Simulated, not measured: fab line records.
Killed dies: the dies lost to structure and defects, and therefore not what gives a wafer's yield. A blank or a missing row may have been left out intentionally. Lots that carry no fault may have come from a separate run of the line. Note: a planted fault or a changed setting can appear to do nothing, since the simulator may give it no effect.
A lot that was struck, set against a sound lot / flow nand-harc / 39 steps out of a route of 1302
Sound: wafers L221.3, L221.5, L221.6. Struck: wafers L209.1, L209.2, L209.4. The cause is named last.
Order at every step that has rows: each side's tool, ch and its chambers, its first start. Under that, the readings that differ: sound wafers / struck wafers / difference of the means / sigmas: that difference in standard deviations of wafers without a fault.
alike: same words and numbers on both sides, and readings whose means sit less than 2 such deviations apart. not compared: any withheld reading, any reading some wafer has no value for, any bound like >300 that may hide the same value, and any number with overlapping values for which the record gives no deviation.
A row with sigmas, a row that says differs or no value, or rows on one side alone: a step with any of these is where the two part. Numbers that don't overlap but have no deviation are shown without sigmas and don't part them. Lack of a reading on every wafer of one side parts them only where that side has two or more wafers.

first, 3 steps without rows for these wafers: NHARC_A_WL_FILL_PRECLEAN_30 (cleans in dHF, time 10 s); NHARC_A_WL_FILL_SRD_14; NHARC_A_WL_FILL_ALD_19 (deposits TiN, target thk 2 nm, pulse time 3 s, ald cycles 100).
NHARC_A_WL_FILL_CVD_20: deposits W, target thk 100 nm, time 74 s.
  sound: cvd-w-01 ch 0,1; struck: cvd-w-02 ch 0,1
  alike: heater-power-w, throttle-valve-pct
then, 2 steps without rows for these wafers: NHARC_A_WL_FILL_CMP_12 (polishes, t overpolish 30 s, target thk 100 nm); NHARC_A_WL_FILL_SRD_31.
NHARC_A_WL_FILL_INSPECT_15:
  struck on defect-inspect-01, day 22 00:51; sound on defect-inspect-01, day 27 00:19
  alike: raw-defect-count
then, 1 step without rows for these wafers: NHARC_A_CONTACT_DEP_24 (deposits SiO2, target thk 500 nm).
NHARC_A_CONTACT_DEP_28: deposits aC, target thk 7000 nm.
  sound on acl-dep-02 ch 0, day 27 04:16; struck on acl-dep-01 ch 0, day 22 01:32
  alike: throttle-valve-pct
then, 11 steps without rows for these wafers: NHARC_A_CONTACT_DEP_29 (deposits SiON, target thk 100 nm); NHARC_A_CONTACT_DEHYDRATE_32 (time 120 s); NHARC_A_CONTACT_HMDS_33 (time 30 s); NHARC_A_CONTACT_COAT_34 (time 75 s); NHARC_A_CONTACT_COAT_35 (time 65 s); NHARC_A_CONTACT_COAT_36 (resist thk 90 nm); NHARC_A_CONTACT_SOFTBAKE_37 (time 55 s); NHARC_A_CONTACT_EBR_38; NHARC_A_CONTACT_EXPOSE_39 (exposes mask A CC 3); NHARC_A_CONTACT_PEB_40 (peb time 65 s); NHARC_A_CONTACT_DEVELOP_41 (develop time 35 s).
NHARC_A_CONTACT_CD_MEAS_42: target cd 300 nm.
  sound on cd-sem-01 ch 0, day 27 07:57; struck on cd-sem-02 ch 0, day 22 06:32
  alike: cd-nm
NHARC_A_CONTACT_OVL_MEAS_43:
  struck on overlay-01, day 22 06:37; sound on overlay-02, day 27 08:02
reading=overlay-x-nm (nm); sound=-1.0 -0.7 -0.9; struck=1.3 1.7 2.3; difference=+2.6; sigmas=+3
  alike: overlay-y-nm
NHARC_A_CONTACT_INSPECT_44:
  struck on defect-inspect-01, day 22 06:40; sound on defect-inspect-02, day 27 08:04
  alike: raw-defect-count
NHARC_A_CONTACT_DESCUM_47: chemistry O2, time 3 s.
  sound on rie-diel-11 ch 2,3, day 27 08:08; struck on rie-diel-11 ch 0,1,2, day 22 06:44
  alike: drypump-motor-current-A, oes-product-au, rf-vpp-V, showerhead-plenum-p-Torr, throttle-valve-pct
  not compared: rf-hours-counter-h
then, 8 steps without rows for these wafers: NHARC_A_CONTACT_ETCH_48 (etches the open film in CF4, target depth 39 nm, time 65 s); NHARC_A_CONTACT_ETCH_49 (etches the open film in N2/H2, target depth 260 nm, time 475.3 s); NHARC_A_CONTACT_ETCH_50 (etches the open film in CF4/CHF3, target depth 121 nm, time 60.5 s); NHARC_A_CONTACT_ETCH_51 (etches the open film in O2/COS, target depth 7000 nm, time 1820 s); NHARC_A_CONTACT_ETCH_111 (etches the open film in C4F8/O2/Ar, time 140 s, target depth 700 nm); NHARC_A_CONTACT_ETCH_112 (etches the open film in C4F8/O2/Ar, time 190 s, target depth 1850 nm); NHARC_A_CONTACT_ETCH_113 (etches the open film in C4F8/O2/Ar, time 190 s, target depth 1850 nm); NHARC_A_CONTACT_ETCH_114 (etches the open film in C4F8/O2/Ar, time 190 s, target depth 1850 nm).
NHARC_A_CONTACT_ETCH_115: etches the open film in C4F8/O2/Ar, time 190 s, target depth 1850 nm.
  sound on har-cap-etch-02 ch 0,1, day 27 10:44; struck on har-cap-etch-02 ch 0,1, day 22 09:19
  not compared: rf-hours-counter-h
then, 1 step without rows for these wafers: NHARC_A_CONTACT_ETCH_116 (etches the open film in C4F8/O2/Ar, time 190 s, target depth 1850 nm).
NHARC_A_CONTACT_ETCH_117: etches the open film in C4F8/O2/Ar, time 190 s, target depth 1850 nm.
  sound on har-cap-etch-02 ch 0,1, day 27 11:05; struck on har-cap-etch-02 ch 0,1, day 22 09:40
  not compared: rf-hours-counter-h
then, 2 steps without rows for these wafers: NHARC_A_CONTACT_ETCH_118 (etches the open film in C4F8/O2/Ar, time 190 s, target depth 1850 nm); NHARC_A_CONTACT_ETCH_119 (etches the open film in C4F8/O2/Ar, time 190 s, target depth 1850 nm).
NHARC_A_CONTACT_ETCH_120: etches the open film in C4F8/O2/Ar, time 190 s, target depth 1850 nm.
  sound on har-cap-etch-02 ch 0,1, day 27 11:35; struck on har-cap-etch-02 ch 0,1, day 22 10:10
  not compared: rf-hours-counter-h
-- record jumps: 3 days between struck wafers' starts before vs after; left off in module A_CONTACT, resumes in module END, first step shown is number 1302 of the route --
NHARC_END_SORT_01:
  only the struck wafers appear in the record here, on prober-01 ch 0 at day 25 11:32; the sound ones have no rows

== WHERE THEY PART ==
Last at NHARC_END_SORT_01 as far as this record goes, first at NHARC_A_CONTACT_OVL_MEAS_43.

WHY: what the simulator had put in
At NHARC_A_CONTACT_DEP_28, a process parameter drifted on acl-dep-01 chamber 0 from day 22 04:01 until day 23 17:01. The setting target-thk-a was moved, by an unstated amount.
